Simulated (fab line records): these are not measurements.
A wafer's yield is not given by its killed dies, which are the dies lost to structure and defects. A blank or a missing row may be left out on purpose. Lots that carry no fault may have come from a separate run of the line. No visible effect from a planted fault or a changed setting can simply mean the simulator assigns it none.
fab line records | flow nand_harc
[record] lots = 5 | wafers = 15 | last_day = 21
route steps=1159 shown A_STAIRCASE@694 END@1159
lots that met no fault: taken from a fault-free run of the same line
start_h: hours from the record's opening day to when the first of the lot's shown wafers began | wait_h: hours from the lot's prior step to this one | " the same as in the row above | L1.1+2: a single row standing in for several wafers | - value missing, or start not given | * or withheld: withheld | < > ~ a bound
route shown NAME@n: NAME is a module with steps in the file, n the number in the route of the first one | usual: mean/standard deviation taken from wafers without a fault | same: alike in all rows | chamber/n: place in a boat | sites: per-site readings | _std_site: how widely they spread, as a standard deviation | _edge_site: inner sites' mean taken away from outer sites' mean | radius_mm: for every site, how far away it sits from the centre of the wafer | mask NAME#n: copy n | behind: tool/chamber where the wafer was last shaped | hold: reason for holding the lot/hours on hold/outcome of the hold | device: the transistor (n, p or np) that didn't switch | end of line: tests of these same wafers at the route's end | where a step has no rows: the recipe by itself | killed: the dies lost at the first sort to structure and to defects; this is not the yield of the wafer | map: the dies of a wafer, with x for killed, . for not killed, _ for no die there
set.NAME: the setting the step ran with; set.NAME@STEP: the setting that earlier step ran with | model.NAME: the simulator's own value behind a step, which no gauge read
lots at some steps of the route; a table a step, a row a wafer
services: a tool's chamber out of use, with start hour (start_h, from the record's first day; less than 0 if before it), hours out, and reason
[[steps]]
[step NHARC_A_STAIRCASE_STRIP_317]
[recipe] time_s = 900 | temp_c = 130 | chemistry = SPM
[step NHARC_A_STAIRCASE_PRECLEAN_318]
[recipe] time_s = * | temp_c = 50 | bath_age_min = 0 | chemistry = SC1
[step NHARC_A_STAIRCASE_SRD_329]
[step NHARC_A_STAIRCASE_ALD_415]
[recipe] target_thk_a = 300 | pulse_time_s = 6 | ald_cycles = 300 | temp_c = 300 | material = SiO2
[usual] heater_power_w = 457/36 | precursor_pulse_height_rel = 1.001/0.02
[same] ald_cycles = 300
lot.wafer | tool      | chamber | start_h | wait_h | heater_power_w | precursor_pulse_height_rel
L759.4    | ald_hk-04 | 0       | 269.53  | 0.1    | 480            | 0.973
L759.3    | "         | 3       | "       | "      | 470            | 0.989
L759.6    | "         | 1       | "       | "      | 447            | 1.009
L766.1    | ald_hk-01 | 3       | 300.19  | 0.5    | 531            | 1.027
L766.6    | "         | 1       | "       | "      | 539            | 1.025
L766.5    | "         | 2       | "       | "      | 414            | 0.998
L765.3    | ald_hk-03 | 0       | 308.60  | 0.1    | 489            | 0.961
L765.2    | "         | 1       | "       | "      | 445            | 0.995
L765.4    | "         | 3       | "       | "      | 469            | 1.015
L769.3    | ald_hk-03 | 1       | 317.82  | 0.3    | 454            | 1.004
L769.2    | "         | 3       | "       | "      | 460            | 0.985
L769.5    | "         | 0       | "       | "      | 487            | 0.978
L773.1    | ald_hk-04 | 0       | 346.67  | 1.3    | 470            | 1.029
L773.2    | "         | 1       | "       | "      | 442            | 0.973
L773.4    | "         | 2       | "       | "      | 414            | 0.965
[step NHARC_A_STAIRCASE_ETCHBACK_416]
[recipe] target_depth_a = 360 | time_s = 7.2 | c4f8_flow_sccm = withheld | o2_flow_sccm = 8 | ar_flow_sccm = withheld | rf_w = 600 | bias_w = 800 | chemistry = C4F8/O2/Ar
[step NHARC_A_STAIRCASE_STRIP_476]
[recipe] time_s = 20 | o2_flow_sccm = 500 | ar_flow_sccm = 0 | bias_w = 0 | chemistry = O2
[step NHARC_A_STAIRCASE_DEP_417]
[recipe] target_thk_a = 600 | step_coverage_pct = 20 | temp_c = 400 | target_thk_nm = 60 | flow_sccm = 200 | rf_w = 450 | material = Si3N4
[step NHARC_A_STAIRCASE_WET_418]
[recipe] temp_c = 160 | target_depth_a = 200 | chemistry = H3PO4
[step NHARC_A_STAIRCASE_PRECLEAN_419]
[recipe] time_s = * | temp_c = 50 | bath_age_min = 0 | chemistry = SC1
[step NHARC_A_STAIRCASE_SRD_421]
[step NHARC_A_STAIRCASE_ALD_420]
[recipe] target_thk_a = 200 | pulse_time_s = 6 | ald_cycles = 200 | temp_c = 300 | material = SiO2
[step NHARC_A_STAIRCASE_CVD_552]
[recipe] target_thk_a = 400 | temp_c = 700 | pressure_mtorr = 300 | material = SiNx
[usual] spike_tc_lower_C = 700.8/1.4 | spike_tc_top_C = 717/4.4
lot.wafer | tool     | chamber | start_h | wait_h | spike_tc_lower_C | spike_tc_top_C
L759.3    | lpcvd-02 | 1       | 280.92  | -      | 699.4            | 712
L759.4    | "        | 1       | "       | "      | 698.0            | 714
L759.6    | "        | 1       | "       | "      | 699.5            | 713
L766.1    | lpcvd-02 | 1       | 310.47  | -      | 701.1            | 712
L766.5    | "        | 1       | "       | "      | 699.3            | 713
L766.6    | "        | 1       | "       | "      | 698.8            | 712
L765.2    | lpcvd-02 | 0       | 319.91  | -      | 700.3            | 715
L765.3    | "        | 0       | "       | "      | 701.3            | 716
L765.4    | "        | 0       | "       | "      | 700.3            | 715
L769.2    | lpcvd-02 | 0       | 326.94  | -      | 701.7            | 715
L769.3    | "        | 0       | "       | "      | 700.6            | 715
L769.5    | "        | 0       | "       | "      | 700.2            | 715
L773.1    | lpcvd-01 | 1       | 355.99  | -      | 701.4            | 719
L773.2    | "        | 1       | "       | "      | 701.5            | 718
L773.4    | "        | 1       | "       | "      | 702.4            | 716
[step NHARC_A_STAIRCASE_DEP_151]
[recipe] target_thk_a = 38000 | temp_c = 400 | target_thk_nm = 3800 | teos_flow_sccm = 200 | rf_w = 500 | material = SiO2
[step NHARC_A_STAIRCASE_ANNEAL_320]
[recipe] temp_c = 750 | time_s = 1800
[step NHARC_A_STAIRCASE_DEP_322]
[recipe] target_thk_a = 38000 | temp_c = 400 | target_thk_nm = 3800 | teos_flow_sccm = 200 | rf_w = 500 | material = SiO2
[step NHARC_A_STAIRCASE_ANNEAL_323]
[recipe] temp_c = 750 | time_s = 1800
[step NHARC_A_STAIRCASE_DEP_325]
[recipe] target_thk_a = 38000 | temp_c = 400 | target_thk_nm = 3800 | teos_flow_sccm = 200 | rf_w = 500 | material = SiO2
[step NHARC_A_STAIRCASE_ANNEAL_326]
[recipe] temp_c = 750 | time_s = 1800
[step NHARC_A_STAIRCASE_DEHYDRATE_433]
[recipe] temp_c = 150 | time_s = 120
[step NHARC_A_STAIRCASE_HMDS_434]
[recipe] time_s = 30
[step NHARC_A_STAIRCASE_COAT_435]
[recipe] spin_rpm = 1200
[step NHARC_A_STAIRCASE_SOFTBAKE_436]
[recipe] temp_c = 135 | time_s = 170
[step NHARC_A_STAIRCASE_EBR_437]
[step NHARC_A_STAIRCASE_EXPOSE_438]
[recipe] na = 0.5 | dose_mj = 28.97 | mask_id = STAIR_REV
[step NHARC_A_STAIRCASE_PEB_439]
[recipe] peb_temp_c = 115 | peb_time_s = 130
[step NHARC_A_STAIRCASE_DEVELOP_440]
[recipe] time_s = 140
[step NHARC_A_STAIRCASE_HARDBAKE_442]
[recipe] temp_c = 120 | time_s = 140
[step NHARC_A_STAIRCASE_DESCUM_443]
[recipe] time_s = 3 | o2_flow_sccm = 200 | ar_flow_sccm = 0 | bias_power_w = 0 | chemistry = O2
[usual] drypump_motor_current_A = 5.7/0.31 | oes_product_au = 1.001/0.011 | rf_vpp_V = 58.0/0.86 | showerhead_plenum_p_Torr = 1.94/0.063 | throttle_valve_pct = 11.311/0.0077
lot.wafer | tool        | chamber | start_h | wait_h | drypump_motor_current_A | oes_product_au | rf_hours_counter_h | rf_vpp_V | showerhead_plenum_p_Torr | throttle_valve_pct
L759.3    | rie_diel-04 | 3       | 309.06  | -      | 5.8                     | 1.014          | 1                  | 58.0     | 1.90                     | 11.309
L759.4    | "           | 1       | "       | "      | 5.7                     | 0.987          | 2                  | 57.5     | 1.97                     | 11.312
L759.6    | "           | 3       | "       | "      | 5.7                     | 1.014          | -                  | 57.9     | 1.90                     | 11.317
L766.1    | rie_diel-08 | 0       | 344.64  | -      | 5.2                     | 1.014          | 16                 | 57.8     | 1.87                     | 11.322
L766.6    | "           | 0       | "       | "      | 5.2                     | 1.016          | -                  | 57.9     | 1.87                     | 11.333
L766.5    | "           | 2       | "       | "      | 5.5                     | 0.996          | -                  | 58.3     | 2.01                     | 11.309
L765.2    | rie_diel-04 | 2       | 351.66  | -      | 6.2                     | 1.003          | 17                 | 56.9     | 1.92                     | 11.318
L765.3    | "           | 3       | "       | "      | 5.8                     | 1.013          | 19                 | 56.3     | 1.89                     | 11.314
L765.4    | "           | 1       | "       | "      | 5.6                     | 1.004          | 18                 | 58.5     | 1.96                     | 11.313
L769.2    | rie_diel-08 | 1       | 356.72  | -      | 5.7                     | 1.010          | 15                 | 58.4     | 2.02                     | 11.303
L769.3    | "           | 2       | "       | "      | 5.5                     | 0.996          | 13                 | 58.2     | 2.01                     | 11.305
L769.5    | "           | 1       | "       | "      | 5.7                     | 1.004          | -                  | 57.1     | 2.02                     | 11.314
L773.2    | rie_diel-04 | 2       | 382.29  | -      | 6.2                     | 1.000          | 25                 | 58.5     | 1.92                     | 11.301
L773.1    | "           | 3       | "       | "      | 5.8                     | 1.012          | 27                 | 56.7     | 1.89                     | 11.326
L773.4    | "           | 0       | "       | "      | 5.6                     | 0.970          | 30                 | 57.0     | 1.93                     | 11.303
[step NHARC_A_STAIRCASE_ETCH_444]
[recipe] target_depth_a = 1.02e+05 | time_s = 3400 | c4f8_flow_sccm = 20 | o2_flow_sccm = 10 | ar_flow_sccm = withheld | rf_w = 600 | bias_w = 1000 | chemistry = C4F8/O2
[usual] oes_product_au = 0.934/0.017 | rf_vpp_V = 808/3.6
lot.wafer | tool        | chamber | start_h | wait_h | oes_product_au | rf_hours_counter_h | rf_vpp_V
L759.4    | rie_diel-04 | 0       | 309.14  | 0.1    | 0.960          | 2                  | 808
L759.3    | "           | 1       | "       | "      | 0.982          | 2                  | 809
L759.6    | "           | 0       | "       | "      | 0.950          | -                  | 809
L766.1    | rie_diel-08 | 0       | 344.82  | 0.2    | 0.952          | 16                 | 805
L766.6    | "           | 0       | "       | "      | 0.952          | -                  | 804
L766.5    | "           | 2       | "       | "      | 0.939          | -                  | 811
L765.3    | rie_diel-04 | 1       | 351.98  | 0.3    | 0.927          | 18                 | 811
L765.4    | "           | 2       | "       | "      | 0.921          | 17                 | 806
L765.2    | "           | 3       | "       | "      | 0.925          | 19                 | 806
L769.3    | rie_diel-08 | 1       | 356.85  | 0.1    | 0.944          | 16                 | 813
L769.2    | "           | 2       | "       | "      | 0.934          | 14                 | 812
L769.5    | "           | 1       | "       | "      | 0.945          | -                  | 813
L773.2    | rie_diel-04 | 1       | 382.60  | 0.3    | 0.929          | 28                 | 810
L773.1    | "           | 2       | "       | "      | 0.937          | 25                 | 806
L773.4    | "           | 3       | "       | "      | 0.934          | 28                 | 807
[step NHARC_A_STAIRCASE_STRIP_446]
[recipe] power_w = 1500 | temp_c = 250 | chemistry = O2
[usual] drypump_motor_current_A = 5.69/0.22 | heater_power_w = 324/48
lot.wafer | tool            | chamber | start_h | wait_h | drypump_motor_current_A | heater_power_w | rf_hours_counter_h
L759.4    | plasma_asher-01 | 1       | 311.50  | 0.1    | 5.37                    | 315            | -
L759.3    | "               | 0       | "       | "      | 5.64                    | 378            | -
L759.6    | "               | 1       | "       | "      | 5.34                    | 315            | -
L766.1    | plasma_asher-02 | 1       | 347.58  | 0.0    | 5.86                    | 344            | 50
L766.6    | "               | 1       | "       | "      | 5.87                    | 327            | -
L766.5    | "               | 0       | "       | "      | 5.91                    | 258            | -
L765.2    | plasma_asher-01 | 0       | 354.05  | 0.1    | 5.65                    | 392            | 27
L765.3    | "               | 1       | "       | "      | 5.38                    | 312            | -
L765.4    | "               | 0       | "       | "      | 5.68                    | 376            | -
L769.2    | plasma_asher-02 | 1       | 359.14  | 0.1    | 5.89                    | 325            | 53
L769.3    | "               | 1       | "       | "      | 5.87                    | 328            | -
L769.5    | "               | 1       | "       | "      | 5.92                    | 333            | -
L773.2    | plasma_asher-02 | 0       | 384.82  | 0.3    | 5.93                    | 240            | 5
L773.1    | "               | 1       | "       | "      | 5.89                    | 345            | 5
L773.4    | "               | 1       | "       | "      | 5.88                    | 339            | -
[step NHARC_A_STAIRCASE_STRIP_447]
[recipe] time_s = 900 | temp_c = 130 | chemistry = SPM
[step NHARC_A_STAIRCASE_PRECLEAN_448]
[recipe] time_s = * | temp_c = 50 | bath_age_min = 0 | chemistry = SC1
[step NHARC_A_STAIRCASE_SRD_449]
[step NHARC_A_STAIRCASE_CMP_450]
[recipe] target_thk_nm = 200 | material = SiO2
[usual] motor_current_A = 12.3/1.3 | slurry_filter_dp_kPa = 13.51/0.16
lot.wafer | tool   | chamber | start_h | wait_h | motor_current_A | slurry_filter_dp_kPa
L759.3    | cmp-04 | 1       | 312.24  | -      | 12.6            | 13.61
L759.4    | "      | 2       | "       | "      | 10.3            | 13.26
L759.6    | "      | 0       | "       | "      | 13.2            | 13.45
L766.1    | cmp-02 | 3       | 348.42  | -      | 12.5            | 13.34
L766.6    | "      | 1       | "       | "      | 14.0            | 13.81
L766.5    | "      | 2       | "       | "      | 12.2            | 13.58
L765.3    | cmp-02 | 0       | 354.81  | -      | 12.3            | 13.63
L765.4    | "      | 2       | "       | "      | 11.6            | 13.51
L765.2    | "      | 3       | "       | "      | 13.0            | 13.37
L769.2    | cmp-04 | 1       | 359.89  | -      | 12.1            | 13.45
L769.3    | "      | 2       | "       | "      | 10.7            | 13.61
L769.5    | "      | 1       | "       | "      | 12.0            | 13.58
L773.1    | cmp-01 | 3       | 385.62  | -      | 11.7            | 13.51
L773.4    | "      | 1       | "       | "      | 11.2            | 13.32
L773.2    | "      | 2       | "       | "      | 11.2            | 13.66
[step NHARC_A_STAIRCASE_CMP_152]
[step NHARC_END_SORT_01]
[recipe] temp_c = 25
[usual] killed_at_array = 28/8.6 | killed_at_other = 0.7/1.2 | killed_at_periphery = 3.1/2.3 | killed_dies = 32/8.7 | killed_open = 3.2/1.7 | killed_short = 2.0/1.5
[same] gross_dies = 677
lot.wafer | tool      | chamber | start_h | wait_h | killed_at_array | killed_at_other | killed_at_periphery | killed_dies | killed_open | killed_short
L769.2    | prober-01 | 0       | 501.51  | 2.8    | 471             | 0               | 3                   | 474         | 3           | 2
L769.3    | prober-01 | 0       | 502.31  | 3.1    | 569             | 1               | 2                   | 572         | 2           | 2
L769.5    | prober-01 | 0       | 503.91  | 3.7    | 545             | 1               | 3                   | 549         | 1           | 3
// killed by level:class
L769.2 A_STAIRCASE:area_cvd=453 A_CHANNEL_HOLE_D1:chamber_film_flake=11 P_M0:geometric_particle:open=1 A_ONON_D1:geometric_particle:open=1 A_SLIT:geometric_particle:short=1 A_CONTACT:geometric_particle:short=1 A_CONTACT:geometric_particle:open=1 P_STI:chamber_film_flake=1
L769.3 A_STAIRCASE:area_cvd=545 A_CHANNEL_HOLE_D1:chamber_film_flake=16 A_ZERO_WELL:chamber_film_flake=2 A_SOURCE_PLATE:geometric_particle:open=1 A_SGD_CUT:geometric_particle:short=1 A_WL_FILL:geometric_particle:short=1 A_CONTACT:geometric_particle:open=1 P_STI:chamber_film_flake=1
L769.5 A_STAIRCASE:area_cvd=522 A_CHANNEL_HOLE_D1:chamber_film_flake=18 P_STI:geometric_particle:open=1 A_ONON_D1:geometric_particle:short=1 A_SLIT:geometric_particle:short=1 A_WL_FILL:geometric_particle:short=1 P_CONTACT:chamber_film_flake=1 P_M1:chamber_film_flake=1
// map L769.3 (x killed, . not)
____________x____________
_________xxxxxxx_________
_______xxxxxxxxxxx_______
______xxxxxxxxxxxxx______
_____xxxxxxxxxxxxxxx_____
____xxxxxxxxxx.xxxxxx____
____xxxxxxxxxxxxxxxxx____
___xxx.xxxxxxxxxxx.xxx___
___xxxxxxxxxxxxxxxxxxx___
__xxxxxxxxxxx.xxxxxxxxx__
__xxxxxxxxxxx.xxxxxxxxx__
_xxx.xx.xxxxxxxxxxxxxxxx_
_xxx.xx.xxxxxxxxxxxxxxxx_
_xxx.x.xxx...xxxxxxxxxxx_
_xxxxx.xxxxx.x.xxxxxxxxx_
_xxx.x.xxxxx.xxxxxxxxxxx_
.x.xxx..x.xx.xx..xxxxxxxx
xx.xxxxx.xxxxx.xxxxxxxxxx
xxxxx.xxxxxxxxxxx..xxxxxx
xxxx...xxxx.xx.xxxxxxxxxx
xx.x...x.xx.xx.xxxxxxxxxx
_.x.x.xx.xx..x.xx.xxxxxx_
_xx.xx.x..x.xxxxx.xxxxxx_
_xxx.xxx.xx.x.x.xx.xxxxx_
_xxx....xxxx.xxxxxxxxxxx_
_xxxxx.x.xx.x.xxxxxxxxxx_
__xxx.x.xx.xx....xxxxxx__
__xxxxxx.x.xxxx.xxxxxxx__
___.x.xx..xxxxxxxxxxxx___
___xxxxxx.x..xxxxxxxxx___
____xxx...x..x.xxxxxx____
____xxxxxxxxxxxxxxxxx____
_____xxxxxx.xxxxxxxx_____
______xxx..xxxxxxxx______
_______.x.xxxxxxxx_______
_________x.xxx.x_________
____________x____________
// map L765.3 (x killed, . not)
____________.____________
_________......._________
_______..........._______
______.............______
_____....x.........._____
____.................____
____.................____
___.............x.....___
___...................___
__.....................__
__...x.................__
_...................x..._
_......................._
_......................._
_.................x....._
_.................x....._
.........................
..................x......
.................x...x...
......x.....x...........x
...............x.........
_......................._
_......................._
_............x.........._
_..........x............_
_....................x.._
__........x...x........__
__..........x..........__
___........x..........___
___x.....xxx..x......x___
____.x..x............____
____...........x.....____
_____.....x........._____
______..x..........______
_______..........._______
_________......._________
____________.____________
[[services]]
tool            | chamber | start_h | hours | kind
cmp-04          | -       | 250.04  | 0.5   | repair
cmp-04          | -       | 261.38  | 4.8   | repair
rie_diel-04     | 0       | 268.59  | -     | clean
rie_diel-04     | 1       | 268.59  | -     | clean
rie_diel-04     | 2       | 268.59  | -     | clean
rie_diel-04     | 3       | 268.59  | -     | clean
cmp-01          | -       | 271.49  | 1.4   | repair
plasma_asher-01 | -       | 276.33  | 9.0   | pm
cmp-01          | -       | 277.50  | 4.0   | pm
cmp-02          | -       | 277.91  | 6.2   | repair
plasma_asher-02 | -       | 279.24  | 13.0  | repair
cmp-04          | -       | 280.00  | 3.6   | repair
rie_diel-04     | -       | 288.92  | 9.0   | pm
plasma_asher-02 | -       | 296.78  | 2.0   | repair
cmp-04          | -       | 301.00  | 4.0   | pm
rie_diel-08     | -       | 312.16  | 1.9   | repair
lpcvd-01        | -       | 316.09  | 26.0  | pm
ald_hk-01       | -       | 319.77  | 6.8   | repair
cmp-02          | -       | 324.76  | 4.0   | pm
cmp-04          | -       | 325.83  | 6.4   | repair
rie_diel-08     | 1       | 338.56  | 8.3   | repair
cmp-01          | -       | 351.37  | 0.5   | repair
plasma_asher-02 | -       | 360.04  | 9.0   | pm
cmp-01          | -       | 375.50  | 4.0   | pm
[[key]]
[first_sign] step = NHARC_END_SORT_01 | reading = killed_at_array | direction = up | sigmas = 58 | usual = 28 | struck = 528
[effect] step = NHARC_END_SORT_01 | reading = killed_dies | direction = up | sigmas = 58 | usual = 32 | struck = 532
[more_kills_born_at] NHARC_A_STAIRCASE_CVD_552@lpcvd-02 = 1520
met_at NHARC_A_STAIRCASE_CVD_552
struck_wafers L769.2,L769.3,L769.5
later_rows_left_out L769.2,L769.3,L769.5
tester_left_out L769
onset_between 319.91 326.94
also_fits NHARC_A_STAIRCASE_ALD_415:ald_hk-03,NHARC_A_STAIRCASE_DESCUM_443:rie_diel-08,NHARC_A_STAIRCASE_ETCH_444:rie_diel-08,NHARC_A_STAIRCASE_CMP_450:cmp-04
[fault] kind = process_parameter_drift | tool = lpcvd-02 | chamber = 0 | onset_h = 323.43 | steps = NHARC_A_STAIRCASE_CVD_552 | channel = target_thk_a | offset = * | shape = step | end_h = 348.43 | acts_in = * | stated = *
// tester_left_out: of these lots the tester's yield and bins aren't shown, on N5 and GAA mostly nor the transistor test; their killed dies are dies lost to structure and defects alone, not to doping, threshold or leakage, so they don't give the yield
// later_rows_left_out: the simulator's readings of these wafers behind a module that went badly wrong aren't trusted and aren't shown, but for the sort
